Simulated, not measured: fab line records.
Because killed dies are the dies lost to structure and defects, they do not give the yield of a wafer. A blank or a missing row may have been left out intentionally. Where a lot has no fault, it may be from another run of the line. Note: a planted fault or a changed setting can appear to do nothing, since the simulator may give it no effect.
fab line records	flow nandHarc
record lots=12	wafers=36	lastDay=33
route steps=1302 shown A_CONTACT@1051 END@1302
lots that met no fault: from a run of the same line without faults
startH: hours from the record's first day to the start of the lot's first wafer shown	waitH: how many hours have passed since the lot's step before this one	" as in the row above	L1.1+2: a single row standing in for several wafers	- no value, or no start given	* or withheld: withheld	< > ~ a bound
route shown NAME@n: a module of which the file shows steps, and the number in the route of the first	usual: the fault-free wafers' mean and standard deviation	same: alike in all rows	chamber/n: place in a boat	sites: readings site by site	_std_site: how widely they spread, as a standard deviation	_edge_site: the outer-site mean with the inner-site mean subtracted	radiusMm: how far each site lies from the wafer's centre	mask NAME#n: copy n	behind: the most recent tool/chamber to have shaped the wafer	hold: the reason the lot was held/the length of the hold in hours/how it ended	device: which transistor (n, p or np) failed to switch	end of line: the tests these same wafers got at the end of their route	a step with no rows: only its recipe	killed: not the wafer's yield, but the dies lost to structure and defects at the first sort	map: a wafer's dies, marking killed ones x, the rest . and places with no die _
set.NAME: the run value of the setting; set.NAME@STEP: its run value at that earlier step	model.NAME: the simulator's own value behind a step, which no gauge read
route steps across a sampled set of lots; one table per step, one row per wafer
services: from which hour (startH, from the record's first day; less than 0 if before it) a tool's chamber was out of use, for how many hours, and why
## steps
# step NHARC_A_CONTACT_ETCH_128
# recipe sourceW=withheld	pressureMtorr=20	biasV=3000	timeS=197	targetDepthA=19180	arFlowSccm=withheld	c4f8FlowSccm=withheld	o2FlowSccm=withheld	chemistry=C4F8/O2/Ar
# usual chamberPressureMTorr=20.000/0.018	oesAirLineAu=0.995/0.02
lot.wafer	tool	chamber	startH	waitH	chamberPressureMTorr	oesAirLineAu	rfHoursCounterH
L397.1	harCapEtch-03	1	520.51	0.2	20.030	1.018	45
L397.3	"	1	"	"	20.018	1.010	-
L397.5	"	0	"	"	20.000	1.013	-
L400.4	harCapEtch-03	1	526.45	0.1	20.008	1.003	-
L400.6	"	0	"	"	20.001	1.029	-
L400.5	"	1	"	"	19.983	0.990	-
L399.2	harCapEtch-02	1	526.74	0.1	19.986	1.023	91
L399.4	"	0	"	"	20.018	0.978	-
L399.6	"	0	"	"	19.990	0.969	-
L402.3	harCapEtch-03	1	538.26	0.1	19.982	1.014	-
L402.5	"	1	"	"	20.027	0.988	-
L402.6	"	0	"	"	19.969	0.993	-
L406.2	harCapEtch-02	1	601.93	0.1	19.985	1.009	101
L406.1	"	0	"	"	19.984	0.993	101
L406.5	"	0	"	"	19.982	0.997	-
L409.1	harCapEtch-02	0	619.98	0.1	20.009	1.014	104
L409.4	"	0	"	"	19.995	0.984	-
L409.3	"	1	"	"	19.988	0.975	-
L411.1	harCapEtch-03	0	642.54	0.1	19.998	0.971	68
L411.4	"	1	"	"	20.012	1.025	-
L411.5	"	1	"	"	19.965	0.991	-
L413.4	harCapEtch-03	0	672.28	0.1	20.000	0.987	-
L413.5	"	0	"	"	20.019	1.010	-
L413.6	"	1	"	"	20.001	0.990	-
L414.2	harCapEtch-02	1	675.58	0.1	19.986	1.002	114
L414.4	"	0	"	"	20.018	0.944	-
L414.5	"	1	"	"	19.978	0.963	-
L416.4	harCapEtch-02	0	691.14	0.2	19.980	0.991	-
L416.3	"	1	"	"	20.003	0.988	-
L416.6	"	0	"	"	20.036	0.991	-
L417.2	harCapEtch-02	1	708.89	0.1	20.012	0.979	121
L417.5	"	1	"	"	19.978	0.985	-
L417.6	"	0	"	"	20.016	1.003	-
L418.2	harCapEtch-01	0	719.39	0.1	20.022	0.956	40
L418.4	"	1	"	"	20.007	1.036	-
L418.5	"	0	"	"	19.988	0.954	-
# step NHARC_A_CONTACT_ETCH_132
# recipe sourceW=withheld	pressureMtorr=20	biasV=3000	timeS=197	targetDepthA=19240	arFlowSccm=withheld	c4f8FlowSccm=withheld	o2FlowSccm=withheld	chemistry=C4F8/O2/Ar
# usual chamberPressureMTorr=19.998/0.018	oesAirLineAu=1.001/0.019
lot.wafer	tool	chamber	startH	waitH	chamberPressureMTorr	oesAirLineAu	rfHoursCounterH
L397.1	harCapEtch-03	1	521.46	0.2	20.009	1.031	46
L397.3	"	1	"	"	20.003	0.993	-
L397.5	"	0	"	"	19.983	1.014	-
L400.4	harCapEtch-03	1	527.16	0.1	19.988	0.979	-
L400.6	"	0	"	"	19.966	1.014	-
L400.5	"	1	"	"	20.006	0.986	-
L399.2	harCapEtch-02	1	527.44	0.1	19.968	1.003	91
L399.4	"	0	"	"	19.991	1.018	-
L399.6	"	0	"	"	19.999	1.029	-
L402.3	harCapEtch-03	1	538.97	0.1	20.008	1.004	-
L402.5	"	1	"	"	19.998	1.030	-
L402.6	"	0	"	"	20.003	0.972	-
L406.2	harCapEtch-02	1	602.63	0.1	19.990	0.967	102
L406.1	"	0	"	"	20.000	0.980	102
L406.5	"	0	"	"	20.005	0.966	-
L409.1	harCapEtch-02	0	620.68	0.1	19.984	1.030	105
L409.4	"	0	"	"	20.013	1.011	-
L409.3	"	1	"	"	19.990	0.988	-
L411.1	harCapEtch-03	0	643.26	0.1	19.988	0.985	68
L411.4	"	1	"	"	19.997	1.010	-
L411.5	"	1	"	"	19.991	1.013	-
L413.4	harCapEtch-03	0	672.99	0.1	20.016	0.974	-
L413.5	"	0	"	"	20.006	1.015	-
L413.6	"	1	"	"	20.027	1.025	-
L414.2	harCapEtch-02	1	676.28	0.1	19.987	0.999	115
L414.4	"	0	"	"	19.985	0.987	-
L414.5	"	1	"	"	19.996	0.986	-
L416.4	harCapEtch-02	0	692.08	0.2	19.988	0.984	-
L416.3	"	1	"	"	19.988	0.989	-
L416.6	"	0	"	"	20.005	0.962	-
L417.2	harCapEtch-02	1	709.60	0.1	19.986	1.009	121
L417.5	"	1	"	"	20.035	1.025	-
L417.6	"	0	"	"	19.978	1.024	-
L418.2	harCapEtch-01	0	720.10	0.1	19.984	0.995	41
L418.4	"	1	"	"	20.024	0.981	-
L418.5	"	0	"	"	19.984	0.967	-
# step NHARC_A_CONTACT_ETCH_133
# recipe sourceW=withheld	pressureMtorr=20	biasV=400	timeS=374	targetDepthA=16100	arFlowSccm=withheld	c4f8FlowSccm=11.5	o2FlowSccm=7.2	chemistry=C4F8/O2/Ar
# usual chamberPressureMTorr=19.999/0.017	oesAirLineAu=1.002/0.019
lot.wafer	tool	chamber	startH	waitH	chamberPressureMTorr	oesAirLineAu	rfHoursCounterH
L397.1	harCapEtch-03	1	521.75	0.3	19.998	1.011	46
L397.3	"	1	"	"	20.001	1.007	-
L397.5	"	0	"	"	19.987	0.990	-
L400.4	harCapEtch-03	1	527.46	0.3	20.011	0.974	-
L400.6	"	0	"	"	20.014	1.011	-
L400.5	"	1	"	"	19.997	1.032	-
L399.2	harCapEtch-02	1	527.66	0.2	19.973	1.027	92
L399.4	"	0	"	"	19.998	1.033	-
L399.6	"	0	"	"	20.009	0.970	-
L402.3	harCapEtch-03	1	539.23	0.2	20.001	1.027	-
L402.5	"	1	"	"	20.010	1.046	-
L402.6	"	0	"	"	19.984	0.992	-
L406.2	harCapEtch-02	1	602.81	0.1	19.963	0.999	102
L406.1	"	0	"	"	19.999	0.988	102
L406.5	"	0	"	"	19.977	0.999	-
L409.1	harCapEtch-02	0	620.86	0.1	-	-	-
L409.4	"	0	"	"	-	-	-
L409.3	"	1	"	"	-	-	-
L411.1	harCapEtch-03	0	643.44	0.2	-	-	-
L411.4	"	1	"	"	-	-	-
L411.5	"	1	"	"	-	-	-
L413.4	harCapEtch-03	0	673.25	0.2	20.009	1.006	-
L413.5	"	0	"	"	19.986	1.001	-
L413.6	"	1	"	"	19.995	0.991	-
L414.2	harCapEtch-02	1	676.50	0.2	19.984	0.978	115
L414.4	"	0	"	"	19.989	1.015	-
L414.5	"	1	"	"	19.980	0.966	-
L416.4	harCapEtch-02	0	692.42	0.3	20.008	0.994	-
L416.3	"	1	"	"	19.991	1.007	-
L416.6	"	0	"	"	19.961	1.012	-
L417.2	harCapEtch-02	1	709.78	0.1	19.992	1.001	122
L417.5	"	1	"	"	19.999	0.987	-
L417.6	"	0	"	"	19.992	1.016	-
L418.2	harCapEtch-01	0	720.28	0.1	20.005	0.976	41
L418.4	"	1	"	"	19.964	0.997	-
L418.5	"	0	"	"	20.013	0.994	-
# step NHARC_A_CONTACT_ETCH_97
# recipe targetDepthA=200	overEtchFrac=0.5	timeS=10	ionEnergyEv=250	c4f6FlowSccm=25	o2FlowSccm=20	arFlowSccm=500	rfW=600	biasW=500	chemistry=C4F6/O2
# usual biasW=499.7/1.5	c4f6FlowSccm=25.00/0.078	drypumpMotorCurrentA=5.3/0.4	oesProductAu=0.962/0.026	rfVppV=548/3.6	showerheadPlenumPTorr=3.97/0.17	throttleValvePct=26.902/0.0084
lot.wafer	tool	chamber	startH	waitH	biasW	c4f6FlowSccm	drypumpMotorCurrentA	oesProductAu	rfHoursCounterH	rfVppV	showerheadPlenumPTorr	throttleValvePct
L397.3	rieDiel-08	0	-	-	498.7	25.08	5.1	0.961	43	544	3.76	26.903
L397.1	"	2	"	"	500.3	24.90	4.8	0.934	61	540	3.73	26.877
L397.5	"	0	"	"	499.3	24.97	5.1	0.958	-	545	3.76	26.908
L400.4	rieDiel-08	0	-	-	499.9	25.19	5.1	0.961	45	542	3.76	26.906
L400.5	"	2	"	"	500.5	25.14	4.8	0.955	-	542	3.73	26.912
L400.6	"	3	"	"	501.9	25.05	5.2	0.959	-	552	4.17	26.894
L399.4	rieDiel-03	2	-	-	499.8	24.90	5.5	0.956	14	548	3.99	26.902
L399.2	"	3	"	"	499.7	25.17	5.4	0.945	13	550	4.12	26.910
L399.6	"	1	"	"	499.6	24.96	6.0	0.944	-	549	4.01	26.897
L402.3	rieDiel-03	1	-	-	499.0	25.02	6.0	0.934	18	549	4.01	26.906
L402.5	"	0	"	"	499.4	25.03	5.0	0.931	-	544	3.77	26.897
L402.6	"	1	"	"	499.1	24.93	6.0	0.932	-	548	4.01	26.897
L406.2	rieDiel-03	2	-	-	500.6	24.90	5.5	1.007	25	548	3.98	26.912
L406.1	"	3	"	"	500.4	25.07	5.4	0.994	23	550	4.11	26.897
L406.5	"	1	"	"	497.4	25.12	6.0	0.984	-	549	4.00	26.908
L409.1	rieDiel-03	3	-	-	499.0	24.97	5.4	0.989	26	550	4.11	26.922
L409.4	"	0	"	"	500.2	24.90	5.0	0.970	19	543	3.76	26.901
L409.3	"	2	"	"	500.9	25.01	5.5	1.011	27	548	3.98	26.912
L411.4	rieDiel-08	3	-	-	501.6	25.09	5.2	0.989	32	551	4.14	26.892
L411.1	"	0	"	"	500.5	25.07	5.1	0.987	37	543	3.73	26.906
L411.5	"	2	"	"	498.3	24.97	4.8	0.995	-	542	3.70	26.911
L413.4	rieDiel-06	2	-	-	500.0	24.95	4.8	1.011	1	552	4.20	26.909
L413.5	"	2	"	"	499.7	25.06	4.8	1.006	-	554	4.20	26.912
L413.6	"	3	"	"	500.7	24.81	5.0	1.002	-	553	4.23	26.901
L414.2	rieDiel-08	1	-	-	499.0	24.85	4.9	0.957	46	546	3.88	26.900
L414.4	"	3	"	"	499.6	24.95	5.2	0.934	41	553	4.14	26.897
L414.5	"	1	"	"	498.0	24.89	4.9	0.946	-	544	3.88	26.899
L416.4	rieDiel-06	3	-	-	499.3	25.05	5.0	1.015	6	554	4.22	26.903
L416.3	"	1	"	"	500.8	24.96	5.2	0.986	5	550	4.12	26.903
L416.6	"	3	"	"	498.1	25.00	5.0	1.016	-	552	4.22	26.914
L417.2	rieDiel-03	0	-	-	499.1	24.91	5.0	0.934	12	544	3.75	26.890
L417.6	"	2	"	"	499.3	24.92	5.5	0.936	-	547	3.97	26.891
L417.5	"	3	"	"	500.0	24.98	5.4	0.943	-	550	4.10	26.891
L418.2	rieDiel-03	3	-	-	501.2	24.95	5.4	0.945	14	551	4.10	26.903
L418.4	"	0	"	"	501.1	24.99	4.9	0.954	14	543	3.75	26.898
L418.5	"	1	"	"	501.5	25.13	6.0	0.941	-	548	3.99	26.910
# step NHARC_END_SORT_01
# recipe tempC=25
# usual killedAtArray=63/17	killedAtOther=0.8/1.1	killedAtPeriphery=3.5/3	killedDies=67/17	killedOpen=3.1/1.6	killedShort=2.6/1.4
# same grossDies=677
lot.wafer	tool	chamber	startH	waitH	killedAtArray	killedAtOther	killedAtPeriphery	killedDies	killedOpen	killedShort
L409.1	prober-02	0	675.75	2.5	674	0	3	677	2	2
L409.3	prober-02	0	677.33	3.1	670	0	7	677	4	3
L409.4	prober-02	0	678.12	3.4	667	2	8	677	5	2
L411.1	prober-01	0	698.24	2.5	657	3	17	677	0	0
L411.4	prober-01	0	700.61	3.4	662	1	14	677	2	3
L411.5	prober-01	0	701.41	3.7	661	1	15	677	2	2
# killed by level:class
L409.1 A_CONTACT:areaEtch=629 A_CHANNEL_HOLE_D2:chamberFilmFlake=19 A_CHANNEL_HOLE_D1:chamberFilmFlake=10 A_WL_FILL:chamberFilmFlake=3 A_CONTACT:chamberFilmFlake=3 P_ZERO_WELL:chamberFilmFlake=2 A_STAIRCASE:chamberFilmFlake=2 A_M1:chamberFilmFlake=2
L409.3 A_CONTACT:areaEtch=636 A_CHANNEL_HOLE_D2:chamberFilmFlake=19 P_GATE:chamberFilmFlake=3 A_CHANNEL_HOLE_D1:chamberFilmFlake=3 A_DECK1_JOINT:geometricParticle:short=2 P_ZERO_WELL:chamberFilmFlake=2 A_SLIT:chamberFilmFlake=2 A_M1:chamberFilmFlake=2
L409.4 A_CONTACT:areaEtch=620 A_CHANNEL_HOLE_D2:chamberFilmFlake=20 A_CHANNEL_HOLE_D1:chamberFilmFlake=9 P_GATE:chamberFilmFlake=5 P_ZERO_WELL:chamberFilmFlake=3 A_CHANNEL_FILL_D1:chamberFilmFlake=3 A_ONON_D1:geometricParticle:open=2 A_STAIRCASE:chamberFilmFlake=2
L411.1 A_CONTACT:areaEtch=594 A_SLIT:chamberFilmFlake=27 A_CHANNEL_HOLE_D2:chamberFilmFlake=17 A_CONTACT:chamberFilmFlake=8 P_M1:chamberFilmFlake=6 A_CHANNEL_HOLE_D1:chamberFilmFlake=5 P_GATE:chamberFilmFlake=4 P_BONDPAD:chamberFilmFlake=4
L411.4 A_CONTACT:areaEtch=589 A_SLIT:chamberFilmFlake=31 A_CHANNEL_HOLE_D2:chamberFilmFlake=20 A_CONTACT:chamberFilmFlake=8 P_ZERO_WELL:chamberFilmFlake=5 A_CHANNEL_HOLE_D1:chamberFilmFlake=4 P_M1:chamberFilmFlake=4 P_BONDPAD:chamberFilmFlake=4
L411.5 A_CONTACT:areaEtch=584 A_SLIT:chamberFilmFlake=34 A_CHANNEL_HOLE_D2:chamberFilmFlake=21 P_M1:chamberFilmFlake=9 A_CONTACT:chamberFilmFlake=8 A_CHANNEL_HOLE_D1:chamberFilmFlake=5 P_GATE:chamberFilmFlake=4 A_STAIRCASE:chamberFilmFlake=3
## services
tool	chamber	startH	hours	kind
harCapEtch-01	-	497.52	17.0	pm
rieDiel-08	0	500.86	19.0	repair
harCapEtch-02	-	503.26	0.4	repair
harCapEtch-02	-	513.70	1.3	repair
rieDiel-06	1	513.87	7.6	repair
rieDiel-03	0	516.66	-	clean
rieDiel-03	1	516.66	-	clean
rieDiel-03	2	516.66	-	clean
rieDiel-03	3	516.66	-	clean
rieDiel-08	3	522.70	4.1	repair
rieDiel-03	0	541.16	-	clean
rieDiel-03	1	541.16	-	clean
rieDiel-03	2	541.16	-	clean
rieDiel-03	3	541.16	-	clean
rieDiel-08	-	547.30	9.0	pm
rieDiel-03	0	565.66	-	clean
rieDiel-03	1	565.66	-	clean
rieDiel-03	2	565.66	-	clean
harCapEtch-01	-	566.21	0.8	repair
rieDiel-03	3	568.11	2.7	repair
rieDiel-03	-	635.35	9.0	pm
harCapEtch-02	-	642.39	0.6	repair
rieDiel-06	-	661.27	9.0	pm
harCapEtch-01	-	721.20	1.2	repair
## key
firstSign step=NHARC_A_CONTACT_ETCH_133	reading=toolRecord	direction=missing
effect step=NHARC_END_SORT_01	reading=killedDies	direction=up	sigmas=35	usual=67	struck=677
moreKillsBornAt NHARC_A_CONTACT_ETCH_133@harCapEtch-02=1877	NHARC_A_CONTACT_ETCH_133@harCapEtch-03=1766
metAt NHARC_A_CONTACT_ETCH_133
struckLots L409,L411
laterRowsLeftOut L409.1,L409.3,L409.4,L411.1,L411.4,L411.5
testerLeftOut L409,L411
notActingAt NHARC_A_CONTACT_ETCH_128,NHARC_A_CONTACT_ETCH_132,NHARC_A_CONTACT_ETCH_97
onsetBetween 602.81 620.86
fault kind=skippedStepWhole	tool=harCapEtch-02,harCapEtch-03	chamber=-	onsetH=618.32	steps=NHARC_A_CONTACT_ETCH_133	scope=struckLotsOnly
# testerLeftOut: of these lots the tester's yield and bins aren't shown, on N5 and GAA mostly nor the transistor test; their killed dies are dies lost to structure and defects alone, not to doping, threshold or leakage, so they don't give the yield
# laterRowsLeftOut: the simulator's readings of these wafers behind a module that went badly wrong aren't trusted and aren't shown, but for the sort
